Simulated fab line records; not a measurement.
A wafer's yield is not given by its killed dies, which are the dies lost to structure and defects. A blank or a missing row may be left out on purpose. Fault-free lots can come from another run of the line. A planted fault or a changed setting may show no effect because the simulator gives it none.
fab line records | flow nandHarc
record lots=24 wafers=72 lastDay=33
route steps=1302 shown A_CONTACT@1066 A_BLC@1123
lots with no fault: from the same line, run without faults
startH: start of the lot's first displayed wafer, in hours after the record's first day | waitH: hours elapsed since this lot's preceding step | " same as the row above | L1.1+2: several wafers, shown together as one row | - either no value or no given start | * or withheld: withheld | < > ~ a bound
route shown NAME@n: a module of which the file shows steps, and the number in the route of the first | usual: mean/standard deviation taken from wafers without a fault | same: alike in all rows | chamber/n: place in a boat | sites: per-site readings | _std_site: standard deviation of those values | _edge_site: outer sites' mean less inner sites' | radiusMm: for every site, how far away it sits from the centre of the wafer | mask NAME#n: copy n | behind: the most recent tool/chamber to have shaped the wafer | hold: the reason the lot was held/the length of the hold in hours/how it ended | device: transistor that didn't switch, given as n, p or np | end of line: at the end of the route, the tests of the same wafers | a step given without rows: its recipe and nothing more | killed: not the wafer's yield, but the dies lost to structure and defects at the first sort | map: the dies of a wafer, with x for killed, . for not killed, _ for no die there
set.NAME: the setting that was run; set.NAME@STEP: the one run at that earlier step | model.NAME: the simulator's own value behind a step, which no gauge read
the route's steps for a sample of lots (tables are steps, rows are wafers)
services: the hour from which a tool's chamber was out of use, counted from the record's first day as startH (under 0 if before that day), plus the number of hours and why
## steps
# step NHARC_A_CONTACT_DEP_84
# recipe targetThkA=28000 tempC=400 material=aC
# usual throttleValvePct=35.000/0.0088
# columns lot.wafer tool chamber startH waitH throttleValvePct
L074.1 aclDep-02 0 509.57 - 35.001
L074.2 " 0 " " 34.997
L074.5 " 0 " " 35.000
L075.1 aclDep-03 0 510.06 - 35.002
L075.2 " 0 " " 35.008
L075.6 " 0 511.49 - 34.995
L077.1 aclDep-02 0 523.37 - 34.990
L077.2 " 0 " " 34.994
L077.6 " 0 524.80 - 35.001
L076.1 aclDep-01 0 524.81 - 35.001
L076.2 " 0 " " 35.005
L076.3 " 0 " " 34.993
L078.2 aclDep-03 0 538.05 - 35.007
L078.3 " 0 " " 35.008
L078.6 " 0 " " 35.000
L080.1 aclDep-01 0 546.06 - 34.999
L080.2 " 0 " " 34.995
L080.3 " 0 " " 35.001
L081.2 aclDep-01 0 572.20 - 35.009
L081.3 " 0 " " 35.019
L081.4 " 0 " " 35.009
L079.2 aclDep-01 0 573.95 - 35.001
L079.4 " 0 " " 34.984
L079.5 " 0 " " 35.010
L082.1 aclDep-02 0 589.60 - 35.006
L082.2 " 0 " " 35.020
L082.5 " 0 " " 34.996
L083.3 aclDep-02 0 591.89 - 35.000
L083.4 " 0 " " 34.988
L083.6 " 0 " " 34.992
L084.4 aclDep-01 0 614.12 - 35.024
L084.5 " 0 " " 34.999
L084.6 " 0 " " 35.009
L085.2 aclDep-01 0 629.85 - 34.986
L085.5 " 0 " " 34.990
L085.6 " 0 " " 34.987
L087.1 aclDep-01 0 631.30 - 35.008
L087.4 " 0 " " 35.015
L087.6 " 0 " " 34.988
L086.3 aclDep-03 0 639.04 - 34.997
L086.4 " 0 " " 34.987
L086.5 " 0 " " 34.988
L089.2 aclDep-01 0 651.59 - 35.000
L089.5 " 0 " " 34.998
L089.6 " 0 " " 34.987
L088.3 aclDep-01 0 655.44 - 35.012
L088.5 " 0 " " 34.992
L088.6 " 0 " " 35.009
L091.1 aclDep-02 0 668.82 - 34.988
L091.3 " 0 " " 34.989
L091.4 " 0 " " 34.988
L090.1 aclDep-02 0 672.49 - 35.004
L090.2 " 0 " " 34.993
L090.4 " 0 " " 35.004
L092.1 aclDep-02 0 681.22 - 34.998
L092.4 " 0 " " 34.993
L092.5 " 0 " " 34.994
L093.1 aclDep-02 0 685.99 - 35.001
L093.2 " 0 " " 34.992
L093.4 " 0 " " 35.013
L095.1 aclDep-01 0 709.55 - 35.004
L095.2 " 0 " " 34.993
L095.4 " 0 " " 34.998
L094.3 aclDep-02 0 711.27 - 34.997
L094.4 " 0 " " 35.004
L094.6 " 0 " " 35.004
L097.2 aclDep-03 0 718.15 - 35.014
L097.3 " 0 " " 34.992
L097.4 " 0 " " 35.008
L096.2 aclDep-02 0 726.34 - 34.993
L096.3 " 0 " " 35.010
L096.6 " 0 " " 34.999
# step NHARC_A_CONTACT_OVL_MEAS_09
# usual overlayXNm=-0.1/0.72 overlayYNm=-0.2/0.94
# columns lot.wafer tool chamber startH waitH overlayXNm overlayYNm
L074.1 overlay-02 - 512.00 - 0.3 0.0
L074.2 " - " " 0.5 0.1
L074.5 " - " " 0.2 0.3
L075.1 overlay-02 - 512.61 - -0.4 -0.5
L075.2 " - " " -0.6 -0.2
L075.6 " - " " -0.2 -0.9
L077.1 overlay-01 - 525.79 - -0.4 -0.9
L077.2 " - " " -1.0 -1.2
L077.6 " - " " -0.1 -0.7
L076.1 overlay-02 - 527.37 - -0.2 -0.1
L076.2 " - " " -0.6 0.1
L076.3 " - " " -0.4 0.3
L078.2 overlay-01 - 540.19 - -0.2 -0.1
L078.3 " - " " -0.2 0.4
L078.6 " - " " -0.6 0.6
L080.1 overlay-01 - 548.61 - -0.8 -0.9
L080.2 " - " " -0.2 -0.2
L080.3 " - " " -0.5 -0.3
L081.2 overlay-02 - 574.49 - -0.1 -1.7
L081.3 " - " " 0.5 -1.6
L081.4 " - " " 0.1 -1.5
L079.2 overlay-02 - 576.25 - 1.0 -1.0
L079.4 " - " " 0.6 -1.0
L079.5 " - " " 0.3 -1.1
L082.1 overlay-01 - 592.03 - 1.2 -0.2
L082.2 " - " " 1.3 -0.6
L082.5 " - " " 1.3 -0.5
L083.3 overlay-02 - 593.88 - -0.5 -0.1
L083.4 " - " " -0.6 0.5
L083.6 " - " " -1.2 0.0
L084.4 overlay-01 - 615.83 - 1.1 -1.5
L084.5 " - " " 1.7 -1.4
L084.6 " - " " 1.2 -1.5
L085.2 overlay-01 - 632.01 - 0.2 -0.2
L085.5 " - " " 0.2 0.2
L085.6 " - " " 0.6 0.1
L087.1 overlay-01 - 633.84 - -0.1 1.1
L087.4 " - " " 0.1 0.9
L087.6 " - " " -0.6 0.9
L086.3 overlay-02 - 641.03 - 0.0 2.1
L086.4 " - " " 0.0 2.3
L086.5 " - " " -0.5 2.2
L089.2 overlay-01 - 653.94 - 0.1 0.3
L089.5 " - " " 0.0 0.9
L089.6 " - " " 0.1 0.2
L088.3 overlay-02 - 657.42 - 0.5 -0.5
L088.5 " - " " 0.2 -0.2
L088.6 " - " " -0.3 0.2
L091.1 overlay-01 - 671.30 - -0.5 -0.8
L091.3 " - " " -0.5 -1.1
L091.4 " - " " -0.3 -0.9
L090.1 overlay-02 - 675.03 - 1.0 -0.6
L090.2 " - " " 0.2 -0.4
L090.4 " - " " 0.1 -0.8
L092.1 overlay-01 - 683.66 - -1.1 -0.6
L092.4 " - " " -1.1 0.2
L092.5 " - " " -0.8 0.1
L093.1 overlay-01 - 688.51 - -0.7 -0.2
L093.2 " - " " -1.1 -0.5
L093.4 " - " " -0.8 -0.5
L095.1 overlay-02 - 712.00 - -0.7 -1.4
L095.2 " - " " -0.4 -2.2
L095.4 " - " " -1.0 -1.7
L094.3 overlay-01 - 713.26 - -0.9 1.7
L094.4 " - " " -1.1 1.1
L094.6 " - " " -1.3 0.5
L097.2 overlay-02 - 720.43 - -0.5 -0.4
L097.3 " - " " -0.1 0.4
L097.4 " - " " -0.2 0.0
L096.2 overlay-02 - 728.47 - 0.4 -1.3
L096.3 " - " " 1.2 -1.5
L096.6 " - " " 0.6 -0.7
# step NHARC_A_CONTACT_DESCUM_13
# recipe timeS=3 o2FlowSccm=200 arFlowSccm=0 biasPowerW=0 chemistry=O2
# usual chamberPressureMTorr=59.99/0.053 drypumpMotorCurrentA=5.8/0.33 oesProductAu=0.998/0.012 rfVppV=57.8/0.97 showerheadPlenumPTorr=1.92/0.056 throttleValvePct=11.312/0.0092
# same timeS=3
# columns lot.wafer tool chamber startH waitH chamberPressureMTorr drypumpMotorCurrentA oesProductAu rfHoursCounterH rfVppV showerheadPlenumPTorr throttleValvePct
L074.2 rieDiel-11 2 512.11 0.1 59.99 5.3 1.000 6 57.8 1.96 11.322
L074.1 " 3 " " 59.93 6.2 1.025 11 58.0 2.01 11.309
L074.5 " 2 " " 60.04 5.4 0.992 - 59.5 1.96 11.295
L075.2 rieDiel-09 2 512.71 0.1 59.96 6.1 1.008 1 57.4 1.79 11.306
L075.1 " 3 " " 60.02 5.8 0.982 1 57.9 1.90 11.316
L075.6 " 0 " " 60.02 6.0 1.017 - 58.6 1.88 11.316
L077.1 rieDiel-11 2 525.90 0.1 59.93 5.4 0.993 8 58.7 1.96 11.313
L077.2 " 1 " " 59.93 6.0 1.000 11 58.7 1.95 11.304
L077.6 " 3 " " 59.96 6.1 1.016 - 57.4 2.01 11.299
L076.2 rieDiel-10 1 527.48 0.1 59.95 5.0 0.998 34 58.4 1.93 11.302
L076.3 " 3 " " 59.95 6.2 0.995 34 57.9 1.86 11.301
L076.1 " 0 " " 59.95 5.7 0.986 33 57.4 1.85 11.305
L078.2 rieDiel-09 1 540.28 0.1 59.92 6.2 0.995 5 56.8 1.86 11.318
L078.3 " 3 " " 59.96 5.8 0.986 11 58.0 1.90 11.312
L078.6 " 1 " " 60.08 6.2 1.006 - 57.9 1.86 11.330
L080.2 rieDiel-11 0 548.71 0.1 59.97 5.8 0.992 16 58.7 1.87 11.317
L080.1 " 1 " " 60.01 6.0 1.011 16 59.6 1.94 11.315
L080.3 " 2 " " 59.94 5.3 1.000 12 58.8 1.95 11.311
L081.4 rieDiel-11 3 574.79 0.3 60.02 6.2 1.017 19 57.8 2.00 11.325
L081.2 " 0 " " 60.09 5.8 0.995 21 57.0 1.87 11.313
L081.3 " 1 " " 59.96 6.0 0.987 21 59.3 1.94 11.317
L079.2 rieDiel-11 1 576.34 0.1 60.00 6.0 0.998 23 57.9 1.94 11.303
L079.4 " 0 " " 60.01 5.8 1.012 22 56.2 1.87 11.293
L079.5 " 1 " " 60.03 6.0 0.995 - 57.7 1.94 11.292
L082.2 rieDiel-11 2 592.13 0.1 60.01 5.4 1.001 21 58.2 1.95 11.312
L082.1 " 1 " " 60.11 6.0 0.998 26 58.3 1.94 11.313
L082.5 " 1 " " 60.04 6.0 0.988 - 58.2 1.94 11.306
L083.4 rieDiel-11 3 593.98 0.1 59.88 6.2 1.009 23 58.1 2.00 11.298
L083.3 " 0 " " 59.92 5.8 0.988 24 58.6 1.87 11.314
L083.6 " 0 " " 60.04 5.8 0.991 - 58.2 1.87 11.302
L084.4 rieDiel-10 2 615.95 0.1 59.99 5.7 0.972 1 58.3 1.86 11.303
L084.6 " 0 " " 59.84 5.7 0.994 - 55.6 1.85 11.324
L084.5 " 1 " " 59.97 5.0 0.984 - 57.2 1.92 11.310
L085.2 rieDiel-11 0 632.11 0.1 60.05 5.8 1.016 1 58.3 1.87 11.305
L085.6 " 0 " " 60.05 5.8 1.010 - 58.3 1.87 11.314
L085.5 " 1 " " 59.99 6.0 0.980 - 57.5 1.94 11.316
L087.4 rieDiel-11 2 633.94 0.1 59.97 5.4 0.997 3 58.6 1.95 11.307
L087.1 " 3 " " 60.08 6.3 1.002 3 58.6 2.00 11.316
L087.6 " 2 " " 59.98 5.4 0.995 - 58.0 1.95 11.312
L086.4 rieDiel-10 2 641.12 0.1 59.95 5.8 0.964 10 57.8 1.86 11.314
L086.3 " 0 " " 59.98 5.7 0.996 8 57.1 1.84 11.317
L086.5 " 3 " " 59.96 6.2 0.983 - 57.6 1.86 11.317
L089.2 rieDiel-11 3 654.04 0.1 60.00 6.3 1.001 7 57.9 2.00 11.296
L089.6 " 2 " " 60.09 5.4 0.988 - 57.1 1.95 11.312
L089.5 " 3 " " 59.95 6.2 1.003 - 57.6 2.00 11.316
L088.3 rieDiel-11 0 657.52 0.1 60.08 5.8 1.010 7 58.8 1.87 11.313
L088.6 " 3 " " 59.98 6.2 1.000 - 57.5 2.00 11.323
L088.5 " 0 " " 60.01 5.8 1.015 - 56.8 1.87 11.312
L091.3 rieDiel-11 0 671.40 0.1 59.97 5.8 1.000 10 56.9 1.87 11.313
L091.1 " 2 " " 60.00 5.4 1.005 12 58.8 1.95 11.315
L091.4 " 3 " " 59.95 6.2 0.998 12 57.6 2.00 11.309
L090.1 rieDiel-09 3 675.14 0.1 60.05 5.8 0.970 60 58.8 1.88 11.304
L090.2 " 0 " " 59.99 6.0 1.002 65 56.5 1.86 11.326
L090.4 " 0 " " 60.00 6.0 1.003 - 56.7 1.86 11.304
L092.1 rieDiel-11 1 683.78 0.1 59.92 6.0 1.001 12 57.6 1.94 11.302
L092.4 " 2 " " 60.03 5.4 1.007 - 57.3 1.95 11.323
L092.5 " 1 " " 60.03 6.0 1.003 - 58.3 1.94 11.311
L093.2 rieDiel-11 3 688.62 0.1 60.10 6.2 1.013 13 59.3 2.00 11.309
L093.1 " 0 " " 60.03 5.8 0.992 13 57.0 1.87 11.329
L093.4 " 1 " " 59.93 6.0 0.996 13 57.8 1.94 11.286
L095.1 rieDiel-11 2 712.14 0.1 59.96 5.3 0.989 21 58.5 1.94 11.301
L095.4 " 0 " " 60.01 5.8 0.998 18 56.9 1.86 11.313
L095.2 " 1 " " 60.04 6.0 0.997 17 57.3 1.93 11.310
L094.4 rieDiel-11 0 713.36 0.1 60.02 5.8 1.000 18 57.1 1.86 11.320
L094.3 " 1 " " 59.94 6.0 0.990 18 55.2 1.93 11.319
L094.6 " 0 " " 59.99 5.8 0.992 - 58.6 1.86 11.310
L097.3 rieDiel-11 0 720.53 0.1 60.08 5.8 1.010 19 57.6 1.86 11.307
L097.4 " 2 " " 60.05 5.4 1.000 22 59.1 1.94 11.315
L097.2 " 3 " " 59.99 6.2 1.014 20 57.5 2.00 11.312
L096.3 rieDiel-09 1 728.59 0.1 59.97 6.2 0.991 13 57.8 1.84 11.312
L096.2 " 2 " " 60.07 6.1 1.002 12 56.5 1.77 11.307
L096.6 " 0 " " 59.93 6.0 1.016 - 56.3 1.85 11.313
# step NHARC_A_CONTACT_ETCH_139
# recipe sourceW=withheld pressureMtorr=20 biasV=400 timeS=195 targetDepthA=8400 arFlowSccm=withheld c4f8FlowSccm=11.5 o2FlowSccm=7.2 chemistry=C4F8/O2/Ar
# usual chamberPressureMTorr=19.999/0.017
# same timeS=195
# columns lot.wafer tool chamber startH waitH chamberPressureMTorr rfHoursCounterH
L074.2 harCapEtch-03 0 514.51 0.2 19.991 45
L074.1 " 1 " " 19.980 45
L074.5 " 1 " " 20.006 -
L075.1 harCapEtch-01 1 515.32 0.2 20.004 1
L075.2 " 0 " " 20.032 1
L075.6 " 1 " " 19.969 -
L077.1 harCapEtch-02 1 528.31 0.2 19.987 93
L077.2 " 0 " " 19.990 93
L077.6 " 1 " " 19.972 -
L076.2 harCapEtch-03 1 529.90 0.2 19.996 48
L076.1 " 0 " " 20.020 48
L076.3 " 0 " " 19.996 -
L078.2 harCapEtch-03 1 542.90 0.2 20.000 50
L078.3 " 1 " " 19.990 -
L078.6 " 0 " " 20.008 -
L080.1 harCapEtch-03 1 551.14 0.2 19.988 51
L080.2 " 0 " " 19.964 51
L080.3 " 0 " " 20.010 -
L081.2 harCapEtch-02 1 577.83 0.2 20.015 100
L081.4 " 1 " " 19.980 -
L081.3 " 0 " " 19.998 -
L079.2 harCapEtch-01 1 578.82 0.2 20.002 13
L079.4 " 0 " " 20.011 -
L079.5 " 0 " " 20.030 -
L082.2 harCapEtch-03 0 594.78 0.2 20.010 56
L082.1 " 1 " " 20.011 56
L082.5 " 0 " " 20.016 -
L083.4 harCapEtch-02 1 596.49 0.2 19.994 -
L083.3 " 0 " " 19.977 -
L083.6 " 0 " " 20.011 -
L084.4 harCapEtch-03 0 618.49 0.2 19.993 -
L084.5 " 1 " " 20.012 -
L084.6 " 0 " " 20.014 -
L085.2 harCapEtch-01 0 634.95 0.2 19.981 23
L085.6 " 0 " " 20.014 -
L085.5 " 1 " " 19.984 -
L087.1 harCapEtch-03 0 636.34 0.2 20.020 63
L087.4 " 0 " " 20.004 -
L087.6 " 0 " " 19.998 -
L086.3 harCapEtch-03 1 643.71 0.2 20.020 -
L086.4 " 0 " " 19.987 -
L086.5 " 0 " " 19.977 -
L089.2 harCapEtch-02 1 656.45 0.2 20.024 115
L089.6 " 1 " " 20.012 -
L089.5 " 0 " " 19.998 -
L088.3 harCapEtch-03 1 660.07 0.2 19.954 -
L088.6 " 0 " " 19.974 -
L088.5 " 1 " " 19.983 -
L091.1 harCapEtch-02 1 673.86 0.2 20.003 119
L091.3 " 0 " " 19.994 -
L091.4 " 1 " " 20.030 -
L090.1 harCapEtch-01 1 678.35 0.2 20.012 35
L090.2 " 0 " " 20.003 35
L090.4 " 1 " " 20.011 -
L092.1 harCapEtch-03 0 686.45 0.2 19.976 72
L092.4 " 1 " " 19.995 -
L092.5 " 1 " " 19.999 -
L093.2 harCapEtch-01 1 691.03 0.2 19.990 36
L093.1 " 0 " " 19.995 36
L093.4 " 0 " " 20.012 -
L095.2 harCapEtch-02 1 714.55 0.2 20.008 126
L095.1 " 0 " " 19.995 126
L095.4 " 1 " " 20.004 -
L094.3 harCapEtch-01 1 715.86 0.2 19.983 -
L094.4 " 0 " " 19.994 -
L094.6 " 0 " " 19.991 -
L097.2 harCapEtch-01 1 723.37 0.3 20.019 43
L097.4 " 1 " " 19.991 -
L097.3 " 0 " " 19.969 -
L096.2 harCapEtch-03 1 731.41 0.3 19.989 80
L096.3 " 1 " " 20.009 -
L096.6 " 0 " " 20.035 -
# step NHARC_A_CONTACT_CD_MEAS_15
# usual cdNm=189.9/0.66
# columns lot.wafer tool chamber startH waitH cdNm
L074.1 cdSem-01 - 515.30 - 191.0
L074.2 " - " " 189.2
L074.5 " - " " 188.8
L075.1 cdSem-01 - 516.13 - 190.0
L075.2 " - " " 187.9
L075.6 " - " " 189.0
L077.1 cdSem-02 - 529.11 - 190.2
L077.2 " - " " 189.9
L077.6 " - " " 189.7
L076.1 cdSem-01 - 530.69 - 190.6
L076.2 " - " " 190.8
L076.3 " - " " 190.1
L078.2 cdSem-01 - 543.63 - 190.8
L078.3 " - " " 191.0
L078.6 " - " " 190.1
L080.1 cdSem-02 - 551.92 - 190.2
L080.2 " - " " 190.3
L080.3 " - " " 189.5
L081.2 cdSem-02 - 578.78 - 189.4
L081.3 " - " " 189.2
L081.4 " - " " 190.1
L079.2 cdSem-03 - 579.64 - 190.3
L079.4 " - " " 190.0
L079.5 " - " " 189.7
L082.1 cdSem-01 - 595.55 - 189.4
L082.2 " - " " 190.1
L082.5 " - " " 189.4
L083.3 cdSem-01 - 597.18 - 190.0
L083.4 " - " " 190.0
L083.6 " - " " 189.5
L084.4 cdSem-02 - 619.13 - 190.0
L084.5 " - " " 189.9
L084.6 " - " " 189.8
L085.2 cdSem-02 - 635.83 - 189.4
L085.5 " - " " 188.6
L085.6 " - " " 190.1
L087.1 cdSem-01 - 637.12 - 189.2
L087.4 " - " " 188.8
L087.6 " - " " 189.8
L086.3 cdSem-03 - 644.40 - 189.8
L086.4 " - " " 189.4
L086.5 " - " " 189.1
L089.2 cdSem-02 - 657.22 - 189.7
L089.5 " - " " 190.8
L089.6 " - " " 190.0
L088.3 cdSem-03 - 660.71 - 190.5
L088.5 " - " " 189.5
L088.6 " - " " 190.3
L091.1 cdSem-03 - 674.60 - 191.2
L091.3 " - " " 190.4
L091.4 " - " " 190.5
L090.1 cdSem-03 - 679.16 - 189.8
L090.2 " - " " 189.7
L090.4 " - " " 189.6
L092.1 cdSem-01 - 687.22 - 189.5
L092.4 " - " " 189.4
L092.5 " - " " 188.7
L093.1 cdSem-02 - 691.84 - 189.0
L093.2 " - " " 188.6
L093.4 " - " " 189.2
L095.1 cdSem-01 - 715.33 - 190.4
L095.2 " - " " 190.3
L095.4 " - " " 191.2
L094.3 cdSem-02 - 716.61 - 190.0
L094.4 " - " " 190.6
L094.6 " - " " 190.8
L097.2 cdSem-03 - 724.25 - 190.2
L097.3 " - " " 190.8
L097.4 " - " " 190.5
L096.2 cdSem-02 - 732.27 - 190.1
L096.3 " - " " 190.0
L096.6 " - " " 191.0
# step NHARC_A_BLC_ETCH_18
# recipe targetDepthA=9100 c4f8FlowSccm=20 o2FlowSccm=10 arFlowSccm=withheld rfW=600 biasW=1500 chemistry=C4F8/O2/Ar
# usual chamberPressureMTorr=25.001/0.022 oesProductAu=0.958/0.023 rfVppV=975/3.9
# columns lot.wafer tool chamber startH waitH chamberPressureMTorr oesProductAu rfHoursCounterH rfVppV
L074.2 rieDiel-01 3 - - 25.013 0.946 12 980
L074.1 " 0 " " 25.016 0.991 12 975
L074.5 " 2 " " 24.993 0.935 - 975
L075.2 rieDiel-12 3 - - 24.991 0.993 4 970
L075.1 " 2 " " 24.960 0.993 4 978
L075.6 " 0 " " 25.025 0.981 - 969
L077.2 rieDiel-01 2 - - 25.010 0.919 13 975
L077.1 " 3 " " 25.020 0.918 14 980
L077.6 " 2 " " 25.008 0.914 - 975
L076.1 rieDiel-12 3 - - 24.979 0.946 5 972
L076.2 " 0 " " 25.000 0.932 5 970
L076.3 " 1 " " 25.000 0.939 5 975
L078.3 rieDiel-12 3 - - 24.999 0.933 6 971
L078.2 " 0 " " 24.973 0.941 6 968
L078.6 " 1 " " 25.012 0.925 - 974
L080.1 rieDiel-01 0 - - 25.013 0.987 16 975
L080.2 " 1 " " 24.998 0.960 15 979
L080.3 " 3 " " 24.984 0.949 16 980
L081.3 rieDiel-01 1 - - 25.005 0.953 1 982
L081.2 " 2 " " 25.015 0.976 1 975
L081.4 " 3 " " 24.966 0.982 1 981
L079.4 rieDiel-12 2 - - 24.976 0.964 8 977
L079.2 " 3 " " 24.985 0.990 8 970
L079.5 " 3 " " 24.989 0.989 - 972
L082.1 rieDiel-01 2 - - 24.991 0.970 2 975
L082.2 " 3 " " 24.986 0.986 2 979
L082.5 " 2 " " 25.047 0.973 - 974
L083.3 rieDiel-01 3 - - 25.023 0.988 2 982
L083.4 " 1 " " 25.032 0.950 3 979
L083.6 " 2 " " 25.003 0.991 - 975
L084.4 rieDiel-01 3 - - 25.002 0.967 4 981
L084.5 " 0 " " 24.952 0.962 - 975
L084.6 " 1 " " 25.003 0.955 - 979
L085.2 rieDiel-12 2 - - 25.000 0.958 1 977
L085.5 " 2 " " 24.991 0.964 - 976
L085.6 " 3 " " 24.977 0.961 - 971
L087.1 rieDiel-12 2 - - 25.000 0.946 1 976
L087.4 " 3 " " 24.947 0.973 1 971
L087.6 " 1 " " 25.019 0.958 - 974
L086.3 rieDiel-12 0 - - 25.019 0.979 1 969
L086.4 " 1 " " 24.981 0.947 2 973
L086.5 " 0 " " 24.978 0.980 - 968
L089.2 rieDiel-12 1 - - 25.035 0.961 2 973
L089.6 " 0 " " 25.004 0.976 - 970
L089.5 " 1 " " 24.999 0.954 - 973
L088.3 rieDiel-01 0 - - 25.031 0.946 6 974
L088.5 " 2 " " 24.988 0.911 - 973
L088.6 " 3 " " 25.027 0.919 - 980
L091.1 rieDiel-12 3 - - 24.993 0.982 4 973
L091.4 " 0 " " 24.999 0.984 3 968
L091.3 " 2 " " 24.978 0.950 3 977
L090.2 rieDiel-12 2 - - 24.999 0.929 3 976
L090.4 " 3 " " 25.001 0.956 4 970
L090.1 " 1 " " 25.016 0.931 3 972
L092.4 rieDiel-01 0 - - 25.015 0.977 9 975
L092.1 " 1 " " 24.976 0.957 9 979
L092.5 " 2 " " 25.008 0.949 - 973
L093.4 rieDiel-01 2 - - 24.994 0.922 9 975
L093.1 " 3 " " 24.985 0.923 9 981
L093.2 " 1 " " 25.003 0.921 10 979
L095.4 rieDiel-01 2 - - 24.978 0.932 10 975
L095.2 " 0 " " 25.013 0.937 11 975
L095.1 " 1 " " 24.973 0.919 11 979
L094.4 rieDiel-01 0 - - 24.998 0.975 11 974
L094.3 " 2 " " 25.066 0.989 11 975
L094.6 " 0 " " 24.984 0.971 - 975
L097.3 rieDiel-01 3 - - 24.962 0.970 12 979
L097.2 " 0 " " 24.964 0.991 12 976
L097.4 " 2 " " 24.991 0.964 12 974
L096.2 rieDiel-12 0 - - 25.000 0.978 7 968
L096.3 " 2 " " 24.992 0.953 7 977
L096.6 " 1 " " 25.017 0.938 - 972
## services
# columns tool chamber startH hours kind
rieDiel-11 2 496.57 14.7 repair
harCapEtch-01 - 497.00 17.0 pm
rieDiel-09 - 498.74 9.0 pm
rieDiel-12 2 546.67 2.7 repair
harCapEtch-02 - 549.52 0.3 repair
aclDep-01 - 553.73 13.0 pm
rieDiel-01 2 554.58 22.1 repair
rieDiel-01 - 557.80 9.0 pm
rieDiel-09 0 562.55 2.1 repair
rieDiel-11 3 588.91 4.8 repair
harCapEtch-02 - 591.24 2.4 repair
rieDiel-11 - 610.20 9.0 pm
aclDep-02 - 613.22 13.0 pm
rieDiel-09 2 621.33 18.6 repair
rieDiel-12 - 622.40 9.0 pm
rieDiel-11 3 624.81 5.4 repair
rieDiel-12 - 646.87 0.3 repair
rieDiel-12 2 656.59 1.2 repair
rieDiel-09 2 667.18 14.5 repair
aclDep-03 - 667.54 13.0 pm
rieDiel-09 - 675.97 9.0 pm
rieDiel-11 3 677.12 8.5 repair
rieDiel-01 2 714.57 1.2 repair
rieDiel-01 - 735.01 9.0 pm
## key
fault none
